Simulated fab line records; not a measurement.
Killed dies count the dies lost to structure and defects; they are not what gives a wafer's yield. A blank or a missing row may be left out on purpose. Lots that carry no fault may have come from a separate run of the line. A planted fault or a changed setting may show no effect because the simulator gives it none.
A struck lot beside a sound one | flow n5Finfet | 21 steps out of a route of 1938
Sound: the wafers L839.4, L839.5, L839.6. Wafers struck: L850.1, L850.3, L850.5. Last of all comes the cause.
For every step that has rows: the tool of each side, followed by ch and its chambers, followed by its first start. Under that, the readings that differ: sound wafers | struck wafers | difference of the means | sigmas: that difference in standard deviations of wafers without a fault.
alike: same words and numbers on both sides, and readings whose means sit less than 2 such deviations apart. not compared: any withheld reading, any reading some wafer has no value for, any bound like >300 that may hide the same value, and any number with overlapping values for which the record gives no deviation.
Wherever a step has rows on one side only, a row that says differs or no value, or a row with sigmas, the two part there. Non-overlapping numbers with no deviation appear without sigmas and do not part them. Lack of a reading on every wafer of one side parts them only where that side has two or more wafers.

first, 11 steps without rows for these wafers: N5_BEOL_M5_DESCUM_16 (chemistry O2, time 7 s); N5_BEOL_M5_ETCH_72 (etches underlayer in N2/H2, target depth 6.5 nm, time 5.2 s); N5_BEOL_M5_ETCH_61 (etches SiARC in CF4, target depth 15.6 nm, time 26 s); N5_BEOL_M5_ETCH_62 (etches SOC in N2/H2, target depth 75 nm, overetch 15 nm, time 112.5 s); N5_BEOL_M5_STRIP_63 (strips in N2/H2); N5_BEOL_M5_STRIP_73 (strips in N2/H2); N5_BEOL_M5_STRIP_64 (strips in CF4); N5_BEOL_M5_HM_OPEN_17 (chemistry Cl2/BCl3, target TiN, target depth 20 nm, overetch 6 nm); N5_BEOL_M5_STRIP_19 (strips in O2); N5_BEOL_M5_COAT_65 (time 60 s, resist thk 60 nm); N5_BEOL_M5_COAT_66 (time 60 s, resist thk 12 nm).
N5_BEOL_M5_COAT_74: time 60 s, resist thk 5 nm.
  sound on lithoTrack-02 ch 0, day 9 10:52; struck on lithoTrack-02 ch 0, day 12 06:02
reading            | sound                | struck               | difference | sigmas
spinSpeedRpm (rpm) | 1500.0 1500.6 1498.8 | 1433.4 1434.0 1434.8 | -65.7      | -60
  alike: chillPlateTempC, dispensePressureKPa
then, 7 steps without rows for these wafers: N5_BEOL_M5_COAT_22 (resist thk 30 nm); N5_BEOL_M5_EBR_24; N5_BEOL_M5_SOFTBAKE_23 (time 60 s); N5_BEOL_M5_EXPOSE_25 (exposes mask V4, defocus 10 nm); N5_BEOL_M5_PEB_26 (peb time 60 s); N5_BEOL_M5_DEVELOP_27 (develop time 30 s); N5_BEOL_M5_DESCUM_33 (chemistry O2, time 7 s).
N5_BEOL_M5_ETCH_75: etches underlayer in N2/H2, target depth 6.5 nm, time 5.2 s.
  sound on rieDiel-05 ch 0,1,3, day 9 11:29; struck on rieDiel-06 ch 0,1,2, day 12 07:48
reading                 | sound             | struck            | difference | sigmas
model.etch.depthNm (nm) | 5.001 4.993 5.006 | 5.099 5.109 5.088 | +0.099     | 
  alike: biasW, drypumpMotorCurrentA, etchRfOnTimeS, oesProductAu, rfVppV, showerheadPlenumPTorr, throttleValvePct
  not compared: rfHoursCounterH
then, 1 step without rows for these wafers: N5_BEOL_M5_ETCH_67 (etches SiARC in CF4, target depth 15.6 nm, time 26 s).

== WHERE THEY PART ==
Only at N5_BEOL_M5_COAT_74, within this record. Later steps at which nothing parts them and some readings are alike: N5_BEOL_M5_ETCH_75.

WHY: what had been put in by the simulator
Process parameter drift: lithoTrack-02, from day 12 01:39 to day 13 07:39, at N5_BEOL_M5_COAT_74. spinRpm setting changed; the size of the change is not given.
